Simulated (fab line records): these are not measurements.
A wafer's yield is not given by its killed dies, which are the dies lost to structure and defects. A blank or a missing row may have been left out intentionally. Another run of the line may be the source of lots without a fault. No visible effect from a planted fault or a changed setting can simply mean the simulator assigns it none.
Which tool is to blame? | flow n5-finfet | at 1 step of a route of 1938, 11 lots with 30 wafers sampled

WHAT THE GAUGES SHOWED, per wafer
N5_BEOL_M4_RC_MEAS_101.
lot  | measured     | on        | DIBL_N (mV/V)
L821 | day 8 01:23  | prober-02 | 35.0 31.5 34.7
L823 | day 8 21:08  | prober-02 | 34.4 36.4
L830 | day 10 05:46 | prober-01 | 36.5 36.0 36.5
L832 | day 10 15:28 | prober-01 | 37.1 40.2 37.7
L833 | day 11 06:26 | prober-01 | 37.0 33.4 35.2
L835 | day 11 07:03 | prober-01 | 35.7 38.1 35.8
L836 | day 11 23:18 | prober-02 | 37.0 29.9 36.2
L837 | day 12 02:20 | prober-02 | 35.5 37.0
L838 | day 12 17:22 | prober-02 | 31.0 36.8
L841 | day 12 22:08 | prober-01 | 33.6 33.4 35.7
L842 | day 13 07:47 | prober-02 | 38.9 36.5 37.4

WHAT TOOL EACH LOT RAN ON (gives the tool, then ch and the chambers of the sampled wafers, and finally the start)
Record: no process step prior to these readings.

THE ANSWER, worked out from the rows above alone
Rule: what is usual is taken from the lots themselves. The widest of any qualifying gaps counts: lots, ordered by their means at a reading, are off when they make up no more than a third of the lots, leave a main group of 4 or more, and stand apart from it by 3 or more times the standard deviation of that group's means. If all means in a main group match to the digits the tables above print for the reading, that group is not used. Also off: a lot with no number at a reading for which 4 or more lots have one. The other lots that the step has rows for count as sound.
No lot is off at any reading shown: from this, nothing can be told.

WHAT THE SIMULATOR PUT IN
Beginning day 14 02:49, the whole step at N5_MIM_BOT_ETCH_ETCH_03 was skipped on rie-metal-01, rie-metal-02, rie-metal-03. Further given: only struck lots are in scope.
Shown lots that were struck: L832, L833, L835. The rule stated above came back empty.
